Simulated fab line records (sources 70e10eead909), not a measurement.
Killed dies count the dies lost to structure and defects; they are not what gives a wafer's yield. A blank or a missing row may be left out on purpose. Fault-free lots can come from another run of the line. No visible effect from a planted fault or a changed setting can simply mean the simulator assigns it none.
fab line records	flow nand_harc
record lots=7	wafers=21	last_day=33
route steps=1302 shown P_GATE@207 P_CONTACT@217 END@1302
lots with no fault: from the same line, run without faults
start_h: start of the lot's first displayed wafer, in hours after the record's first day	wait_h: how many hours have passed since the lot's step before this one	" unchanged from the row above	L1.1+2: several wafers, shown together as one row	- value missing, or start not given	* or withheld: withheld	< > ~ a bound
route shown NAME@n: a module of which the file shows steps, and the number in the route of the first	usual: mean and standard deviation over wafers with no fault	same: alike in all rows	chamber/n: place in a boat	sites: readings site by site	_std_site: standard deviation of those values	_edge_site: mean of outer sites minus mean of inner sites	radius_mm: how far each site lies from the wafer's centre	mask NAME#n: copy n	behind: the most recent tool/chamber to have shaped the wafer	hold: reason for holding the lot/hours on hold/outcome of the hold	device: which transistor (n, p or np) failed to switch	end of line: tests of these same wafers at the route's end	step lacking rows: just its recipe	killed: at the first sort, the dies lost to defects and structure; wafer yield is something else	map: dies across one wafer; x = killed, . = not, _ = none there
set.NAME: the run value of the setting; set.NAME@STEP: its run value at that earlier step	model.NAME: the simulator's own value behind a step, which no gauge read
lots seen at some steps along the route; tables by step, rows by wafer
services: when a tool's chamber went out of use (start_h, in hours from the record's first day, below 0 if earlier), for how many hours, and the reason
## steps
# step NHARC_P_GATE_RTA_64
# recipe temp_c=1050	time_s=1
# usual lamp_power_pct=32.3/0.59	lamp_zone_3_pct=32.3/0.58	lamp_zone_4_pct=32.3/0.59	wafer_temp_C_max=1054.9/1
lot.wafer	tool	chamber	start_h	wait_h	lamp_power_pct	lamp_zone_3_pct	lamp_zone_4_pct	wafer_temp_C_max
L467.1	rtp_anneal-02	0	221.78	-	31.8	31.8	31.8	1054.7
L467.3	"	0	"	"	31.8	31.8	31.8	1055.4
L467.6	"	0	"	"	31.8	31.8	31.8	1055.7
L472.1	rtp_anneal-02	0	230.16	-	31.8	31.8	31.9	1057.5
L472.2	"	0	"	"	31.8	31.9	31.8	1055.2
L472.5	"	0	"	"	31.8	31.8	31.9	1056.5
L476.1	rtp_anneal-01	0	260.37	-	33.0	33.0	33.0	1055.5
L476.2	"	0	"	"	33.0	33.0	33.0	1054.9
L476.3	"	0	"	"	33.0	33.0	33.0	1053.7
L477.2	rtp_anneal-02	0	273.06	-	31.8	31.9	31.8	1055.2
L477.4	"	0	"	"	31.9	31.9	31.9	1055.0
L477.6	"	0	"	"	31.9	31.9	31.8	1054.9
L478.2	rtp_anneal-01	0	279.82	-	33.0	33.1	33.1	1054.4
L478.3	"	0	"	"	33.0	33.0	33.1	1055.8
L478.4	"	0	"	"	33.0	33.0	33.0	1053.7
L481.4	rtp_anneal-01	0	311.51	-	33.1	33.0	33.0	1055.8
L481.5	"	0	"	"	33.0	33.0	33.0	1053.1
L481.6	"	0	"	"	33.0	33.0	33.0	1052.3
L483.1	rtp_anneal-02	0	337.65	-	31.9	31.9	31.9	1054.7
L483.2	"	0	"	"	31.8	31.9	31.9	1054.5
L483.4	"	0	"	"	31.9	31.8	31.9	1055.0
# step NHARC_P_GATE_ETCH_77
# recipe target_depth_a=60	chemistry=dHF	material=SiO2
# step NHARC_P_GATE_DEGAS_109
# recipe temp_c=300	time_s=60
# usual heater_power_w=478/33
lot.wafer	tool	chamber	start_h	wait_h	heater_power_w
L467.1	pvd_sputter-02	-	222.17	0.2	465
L467.3	"	-	"	"	445
L467.6	"	-	"	"	454
L472.2	pvd_sputter-02	-	230.49	0.1	450
L472.1	"	-	"	"	465
L472.5	"	-	"	"	444
L476.2	pvd_sputter-02	-	260.71	0.1	461
L476.1	"	-	"	"	451
L476.3	"	-	"	"	456
L477.2	pvd_sputter-02	-	273.34	0.1	468
L477.4	"	-	"	"	458
L477.6	"	-	"	"	459
L478.4	pvd_sputter-02	-	280.12	0.1	445
L478.3	"	-	"	"	461
L478.2	"	-	"	"	456
L481.4	pvd_sputter-02	-	311.77	0.1	447
L481.5	"	-	"	"	478
L481.6	"	-	"	"	448
L483.2	pvd_sputter-03	-	337.99	0.1	528
L483.4	"	-	"	"	452
L483.1	"	-	"	"	550
# step NHARC_P_GATE_PRE_CLEAN_110
# recipe time_s=30	bias_v=200	gas=Ar
# step NHARC_P_GATE_SPUTTER_78
# recipe target_thk_a=100	material=Ni
# step NHARC_P_GATE_SPUTTER_79
# recipe target_thk_a=100	material=TiN
# step NHARC_P_GATE_RTA_80
# recipe temp_c=300	time_s=30
# step NHARC_P_GATE_STRIP_67
# recipe time_s=600	temp_c=130	chemistry=SPM
# step NHARC_P_GATE_RTA_82
# recipe temp_c=450	time_s=30
# usual lamp_power_pct=3.81/0.069	lamp_zone_3_pct=3.81/0.069	lamp_zone_4_pct=3.81/0.069	wafer_temp_C_max=452.0/0.42
lot.wafer	tool	chamber	start_h	wait_h	lamp_power_pct	lamp_zone_3_pct	lamp_zone_4_pct	wafer_temp_C_max
L467.1	rtp_anneal-01	0	223.13	-	3.87	3.87	3.86	452.4
L467.3	"	0	"	"	3.87	3.87	3.87	451.5
L467.6	"	0	"	"	3.87	3.87	3.87	451.7
L472.1	rtp_anneal-01	0	231.34	-	3.87	3.87	3.87	451.7
L472.2	"	0	"	"	3.87	3.87	3.86	451.9
L472.5	"	0	"	"	3.86	3.86	3.87	451.4
L476.1	rtp_anneal-01	0	261.47	-	3.87	3.88	3.86	451.4
L476.2	"	0	"	"	3.87	3.87	3.87	451.5
L476.3	"	0	"	"	3.86	3.87	3.87	451.6
L477.2	rtp_anneal-01	0	274.12	-	3.87	3.87	3.87	452.0
L477.4	"	0	"	"	3.87	3.87	3.87	451.6
L477.6	"	0	"	"	3.87	3.87	3.87	451.8
L478.2	rtp_anneal-01	0	280.91	-	3.87	3.86	3.87	451.5
L478.3	"	0	"	"	3.87	3.87	3.86	452.1
L478.4	"	0	"	"	3.87	3.87	3.87	452.1
L481.4	rtp_anneal-01	0	312.61	-	3.88	3.87	3.86	452.2
L481.5	"	0	"	"	3.87	3.87	3.87	452.0
L481.6	"	0	"	"	3.87	3.87	3.88	452.0
L483.1	rtp_anneal-01	0	338.74	-	3.87	3.87	3.87	451.8
L483.2	"	0	"	"	3.87	3.87	3.87	451.4
L483.4	"	0	"	"	3.87	3.87	3.87	452.5
# step NHARC_P_GATE_INSPECT_68
# usual raw_defect_count=205/85
lot.wafer	tool	chamber	start_h	wait_h	raw_defect_count
L467.1	defect_inspect-02	-	223.33	0.2	228
L467.3	"	-	"	"	185
L467.6	"	-	"	"	162
L472.1	defect_inspect-02	-	231.54	0.2	181
L472.2	"	-	"	"	174
L472.5	"	-	"	"	151
L476.1	defect_inspect-01	-	261.67	0.2	141
L476.2	"	-	"	"	111
L476.3	"	-	"	"	130
L477.2	defect_inspect-01	-	274.29	0.1	247
L477.4	"	-	"	"	180
L477.6	"	-	"	"	245
L478.2	defect_inspect-02	-	281.08	0.1	219
L478.3	"	-	"	"	324
L478.4	"	-	"	"	240
L481.4	defect_inspect-02	-	312.72	0.1	194
L481.5	"	-	"	"	148
L481.6	"	-	"	"	138
L483.1	defect_inspect-02	-	338.94	0.2	199
L483.2	"	-	"	"	235
L483.4	"	-	"	"	348
# step NHARC_P_CONTACT_DEP_30
# recipe target_thk_a=300	temp_c=400	target_thk_nm=30	flow_sccm=200	rf_w=450	material=SiNx
# usual heater_power_w=722/89	rf_fwd_power_W=449.0/1.6
lot.wafer	tool	chamber	start_h	wait_h	heater_power_w	rf_fwd_power_W
L467.1	pecvd-04	1	223.40	0.1	752	450.6
L467.3	"	0	"	"	730	449.9
L467.6	"	1	"	"	736	447.1
L472.1	pecvd-04	1	231.61	0.1	674	449.4
L472.2	"	0	"	"	739	448.0
L472.5	"	2	"	"	794	446.7
L476.1	pecvd-04	1	261.73	0.1	632	446.4
L476.3	"	2	"	"	858	446.0
L476.2	"	0	"	"	653	449.7
L477.2	pecvd-01	1	274.36	0.1	721	449.1
L477.6	"	2	"	"	561	450.2
L477.4	"	0	"	"	759	447.8
L478.3	pecvd-02	0	281.18	0.1	757	449.8
L478.2	"	1	"	"	699	449.7
L478.4	"	0	"	"	758	448.6
L481.5	pecvd-04	0	312.90	0.2	788	451.8
L481.6	"	1	"	"	711	449.6
L481.4	"	2	"	"	831	447.2
L483.2	pecvd-04	2	339.01	0.1	892	448.9
L483.1	"	0	"	"	771	451.5
L483.4	"	1	"	"	608	448.7
# step NHARC_P_CONTACT_DEP_00
# recipe target_thk_a=5000	temp_c=400	pressure_torr=6.5	rf_w=900	teos_flow_sccm=161.4	flow_sccm=2650	target_thk_nm=500	gas=O2	material=SiO2
# usual heater_power_w=571/85	rf_fwd_power_W=898.1/2.8	throttle_valve_pct=16.2/0.53
lot.wafer	tool	chamber	start_h	wait_h	heater_power_w	rf_fwd_power_W	throttle_valve_pct
L467.1	pecvd-04	1	-	-	554	900.7	15.9
L467.3	"	0	"	"	632	897.9	16.9
L467.6	"	1	"	"	559	899.1	16.2
L472.1	pecvd-04	1	-	-	561	904.4	16.1
L472.2	"	0	"	"	588	895.4	16.8
L472.5	"	2	"	"	645	898.6	16.4
L476.1	pecvd-04	1	-	-	537	897.0	16.0
L476.3	"	2	"	"	646	899.2	16.5
L476.2	"	0	"	"	509	901.3	16.8
L477.2	pecvd-01	1	-	-	559	896.7	17.4
L477.6	"	2	"	"	430	898.2	16.3
L477.4	"	0	"	"	559	897.8	16.3
L478.3	pecvd-02	0	-	-	576	897.0	15.4
L478.2	"	1	"	"	536	897.0	15.8
L478.4	"	0	"	"	591	896.5	15.1
L481.5	pecvd-04	0	-	-	497	900.2	15.9
L481.6	"	1	"	"	566	901.3	16.0
L481.4	"	2	"	"	576	897.1	16.0
L483.2	pecvd-04	2	-	-	729	896.2	15.8
L483.1	"	0	"	"	538	900.5	15.8
L483.4	"	1	"	"	562	892.4	15.9
# step NHARC_P_CONTACT_CMP_01
# recipe target_thk_nm=200	material=SiO2
# usual edge_zone_pressure_frac=0.999/0.0048	motor_current_A=12.2/1.3
lot.wafer	tool	chamber	start_h	wait_h	edge_zone_pressure_frac	motor_current_A
L467.3	cmp-04	0	224.14	-	1.007	10.5
L467.1	"	1	"	"	0.995	11.1
L467.6	"	0	"	"	1.000	11.0
L472.1	cmp-04	3	232.32	-	0.997	13.6
L472.2	"	2	"	"	1.009	12.3
L472.5	"	0	"	"	0.992	11.4
L476.1	cmp-01	0	262.45	-	-	-
L476.3	"	1	"	"	-	-
L476.2	"	2	"	"	-	-
L477.2	cmp-02	0	275.07	-	-	-
L477.4	"	3	"	"	-	-
L477.6	"	1	"	"	-	-
L478.2	cmp-04	1	281.85	-	-	-
L478.3	"	2	"	"	-	-
L478.4	"	3	"	"	-	-
L481.4	cmp-01	1	313.50	-	0.993	12.2
L481.6	"	1	"	"	1.004	10.8
L481.5	"	2	"	"	1.006	14.7
L483.1	cmp-04	0	339.72	-	1.001	11.3
L483.4	"	2	"	"	1.006	12.3
L483.2	"	3	"	"	0.995	13.0
# step NHARC_END_SORT_01
# recipe temp_c=25
# usual killed_at_array=54/18	killed_at_other=0.9/1.2	killed_at_periphery=4.4/2.9	killed_dies=59/18	killed_open=3.2/1.8	killed_short=2.6/1.8
# same gross_dies=677
lot.wafer	tool	chamber	start_h	wait_h	killed_at_array	killed_at_other	killed_at_periphery	killed_dies	killed_open	killed_short
L476.1	prober-02	0	735.98	2.5	60	0	617	677	2	2
L476.2	prober-02	0	736.79	2.8	63	0	614	677	2	1
L476.3	prober-02	0	737.59	3.1	60	0	617	677	4	0
L477.2	prober-01	0	736.95	2.8	48	1	628	677	1	5
L477.4	prober-01	0	738.55	3.4	32	0	645	677	2	2
L477.6	prober-01	0	740.15	4.0	49	3	625	677	6	2
L478.2	prober-02	0	744.61	2.8	61	0	616	677	4	0
L478.3	prober-02	0	745.41	3.1	74	0	603	677	5	0
L478.4	prober-02	0	746.22	3.4	64	0	613	677	1	2
# killed by level:class
L476.1 P_CONTACT:area_cmp=613 A_CHANNEL_HOLE_D1:chamber_film_flake=25 A_CHANNEL_HOLE_D2:chamber_film_flake=23 A_SLIT:chamber_film_flake=4 P_GATE:chamber_film_flake=2 A_STAIRCASE:chamber_film_flake=2 A_CONTACT:chamber_film_flake=2 P_M0:geometric_particle:open=1
L476.2 P_CONTACT:area_cmp=611 A_CHANNEL_HOLE_D2:chamber_film_flake=26 A_CHANNEL_HOLE_D1:chamber_film_flake=19 A_CONTACT:chamber_film_flake=7 A_SLIT:chamber_film_flake=4 A_CHANNEL_FILL_D1:chamber_film_flake=3 P_M0:geometric_particle:short=1 P_M0:geometric_particle:open=1
L477.2 P_CONTACT:area_cmp=623 A_CHANNEL_HOLE_D2:chamber_film_flake=28 A_CHANNEL_HOLE_D1:chamber_film_flake=7 A_SLIT:chamber_film_flake=6 P_ZERO_WELL:chamber_film_flake=3 A_CHANNEL_FILL_D2:geometric_particle:short=2 P_GATE:chamber_film_flake=2 A_ONON_D1:geometric_particle:short=1
L476.3 P_CONTACT:area_cmp=612 A_CHANNEL_HOLE_D1:chamber_film_flake=28 A_CHANNEL_HOLE_D2:chamber_film_flake=15 A_SLIT:chamber_film_flake=6 A_CONTACT:chamber_film_flake=4 P_GATE:chamber_film_flake=3 A_M0:chamber_film_flake=2 P_GATE:geometric_particle:open=1
L477.4 P_CONTACT:area_cmp=636 A_CHANNEL_HOLE_D2:chamber_film_flake=16 A_CHANNEL_HOLE_D1:chamber_film_flake=6 A_SLIT:chamber_film_flake=4 P_GATE:chamber_film_flake=3 P_ZERO_WELL:chamber_film_flake=2 P_STI:chamber_film_flake=2 P_M1:chamber_film_flake=2
L477.6 P_CONTACT:area_cmp=620 A_CHANNEL_HOLE_D2:chamber_film_flake=22 A_CHANNEL_HOLE_D1:chamber_film_flake=14 A_SLIT:chamber_film_flake=4 A_CHANNEL_FILL_D1:geometric_particle:open=2 P_STI:chamber_film_flake=2 P_GATE:chamber_film_flake=2 A_DECK1_JOINT:chamber_film_flake=2
L478.2 P_CONTACT:area_cmp=608 A_SLIT:chamber_film_flake=29 A_CHANNEL_HOLE_D1:chamber_film_flake=23 P_M1:chamber_film_flake=6 A_CHANNEL_FILL_D1:geometric_particle:open=2 A_STAIRCASE:chamber_film_flake=2 A_CONTACT:chamber_film_flake=2 A_CHANNEL_HOLE_D1:geometric_particle:open=1
L478.3 P_CONTACT:area_cmp=600 A_SLIT:chamber_film_flake=33 A_CHANNEL_HOLE_D1:chamber_film_flake=24 A_CONTACT:chamber_film_flake=8 P_M1:chamber_film_flake=2 A_STAIRCASE:chamber_film_flake=2 P_M0:geometric_particle:open=1 A_CHANNEL_FILL_D1:geometric_particle:open=1
L478.4 P_CONTACT:area_cmp=606 A_CHANNEL_HOLE_D1:chamber_film_flake=27 A_SLIT:chamber_film_flake=25 P_M1:chamber_film_flake=4 A_CONTACT:chamber_film_flake=4 A_STAIRCASE:chamber_film_flake=3 P_STI:chamber_film_flake=2 P_STI:geometric_particle:short=1
# map L476.1 (x killed, . not)
____________x____________
_________xxxxxxx_________
_______xxxxxxxxxxx_______
______xxxxxxxxxxxxx______
_____xxxxxxxxxxxxxxx_____
____xxxxxxxxxxxxxxxxx____
____xxxxxxxxxxxxxxxxx____
___xxxxxxxxxxxxxxxxxxx___
___xxxxxxxxxxxxxxxxxxx___
__xxxxxxxxxxxxxxxxxxxxx__
__xxxxxxxxxxxxxxxxxxxxx__
_xxxxxxxxxxxxxxxxxxxxxxx_
_xxxxxxxxxxxxxxxxxxxxxxx_
_xxxxxxxxxxxxxxxxxxxxxxx_
_xxxxxxxxxxxxxxxxxxxxxxx_
_xxxxxxxxxxxxxxxxxxxxxxx_
xxxxxxxxxxxxxxxxxxxxxxxxx
xxxxxxxxxxxxxxxxxxxxxxxxx
xxxxxxxxxxxxxxxxxxxxxxxxx
xxxxxxxxxxxxxxxxxxxxxxxxx
xxxxxxxxxxxxxxxxxxxxxxxxx
_xxxxxxxxxxxxxxxxxxxxxxx_
_xxxxxxxxxxxxxxxxxxxxxxx_
_xxxxxxxxxxxxxxxxxxxxxxx_
_xxxxxxxxxxxxxxxxxxxxxxx_
_xxxxxxxxxxxxxxxxxxxxxxx_
__xxxxxxxxxxxxxxxxxxxxx__
__xxxxxxxxxxxxxxxxxxxxx__
___xxxxxxxxxxxxxxxxxxx___
___xxxxxxxxxxxxxxxxxxx___
____xxxxxxxxxxxxxxxxx____
____xxxxxxxxxxxxxxxxx____
_____xxxxxxxxxxxxxxx_____
______xxxxxxxxxxxxx______
_______xxxxxxxxxxx_______
_________xxxxxxx_________
____________x____________
# map L477.2 (x killed, . not)
____________x____________
_________xxxxxxx_________
_______xxxxxxxxxxx_______
______xxxxxxxxxxxxx______
_____xxxxxxxxxxxxxxx_____
____xxxxxxxxxxxxxxxxx____
____xxxxxxxxxxxxxxxxx____
___xxxxxxxxxxxxxxxxxxx___
___xxxxxxxxxxxxxxxxxxx___
__xxxxxxxxxxxxxxxxxxxxx__
__xxxxxxxxxxxxxxxxxxxxx__
_xxxxxxxxxxxxxxxxxxxxxxx_
_xxxxxxxxxxxxxxxxxxxxxxx_
_xxxxxxxxxxxxxxxxxxxxxxx_
_xxxxxxxxxxxxxxxxxxxxxxx_
_xxxxxxxxxxxxxxxxxxxxxxx_
xxxxxxxxxxxxxxxxxxxxxxxxx
xxxxxxxxxxxxxxxxxxxxxxxxx
xxxxxxxxxxxxxxxxxxxxxxxxx
xxxxxxxxxxxxxxxxxxxxxxxxx
xxxxxxxxxxxxxxxxxxxxxxxxx
_xxxxxxxxxxxxxxxxxxxxxxx_
_xxxxxxxxxxxxxxxxxxxxxxx_
_xxxxxxxxxxxxxxxxxxxxxxx_
_xxxxxxxxxxxxxxxxxxxxxxx_
_xxxxxxxxxxxxxxxxxxxxxxx_
__xxxxxxxxxxxxxxxxxxxxx__
__xxxxxxxxxxxxxxxxxxxxx__
___xxxxxxxxxxxxxxxxxxx___
___xxxxxxxxxxxxxxxxxxx___
____xxxxxxxxxxxxxxxxx____
____xxxxxxxxxxxxxxxxx____
_____xxxxxxxxxxxxxxx_____
______xxxxxxxxxxxxx______
_______xxxxxxxxxxx_______
_________xxxxxxx_________
____________x____________
## services
tool	chamber	start_h	hours	kind
cmp-04	-	206.68	0.6	repair
cmp-04	-	211.31	4.0	pm
cmp-04	-	215.31	-	consumable_replace:conditioner
rtp_anneal-02	-	217.08	1.5	repair
pecvd-02	-	227.48	13.0	pm
cmp-01	-	229.95	0.8	repair
cmp-02	-	235.96	4.0	pm
cmp-01	-	244.29	0.5	repair
cmp-02	-	251.57	4.5	repair
pecvd-04	-	269.94	13.0	pm
pecvd-04	0	269.94	13.0	vent_cycle
pecvd-04	1	269.94	13.0	vent_cycle
pecvd-04	2	269.94	13.0	vent_cycle
pvd_sputter-02	-	282.02	10.0	pm
pecvd-04	0	282.94	-	clean
pecvd-04	1	282.94	-	clean
pecvd-04	2	282.94	-	clean
cmp-01	-	283.58	4.0	pm
cmp-01	-	305.61	6.1	repair
cmp-04	-	309.31	4.0	pm
pecvd-01	-	311.33	13.0	pm
cmp-02	-	319.99	0.6	repair
cmp-01	-	326.03	0.4	repair
cmp-02	-	333.96	4.0	pm
## key
first_sign step=NHARC_P_CONTACT_CMP_01	reading=tool_record	direction=missing
effect step=NHARC_END_SORT_01	reading=killed_at_periphery	direction=up	sigmas=99+	usual=4.4	struck=619.8
more_kills_born_at NHARC_P_CONTACT_CMP_01@cmp-02=1879	NHARC_P_CONTACT_CMP_01@cmp-01=1836	NHARC_P_CONTACT_CMP_01@cmp-04=1814
met_at NHARC_P_CONTACT_CMP_01
struck_wafers L476.1,L476.2,L476.3,L477.2,L477.4,L477.6,L478.2,L478.3,L478.4
later_rows_left_out L476.1,L476.2,L476.3,L477.2,L477.4,L477.6,L478.2,L478.3,L478.4
tester_left_out L476,L477,L478
onset_between 232.32 262.45
fault kind=skipped_step_whole	tool=cmp-01,cmp-02,cmp-04	chamber=-	onset_h=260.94	steps=NHARC_P_CONTACT_CMP_01	scope=struck_lots_only
# tester_left_out: of these lots the tester's yield and bins aren't shown, on N5 and GAA mostly nor the transistor test; their killed dies are dies lost to structure and defects alone, not to doping, threshold or leakage, so they don't give the yield
# later_rows_left_out: the simulator's readings of these wafers behind a module that went badly wrong aren't trusted and aren't shown, but for the sort
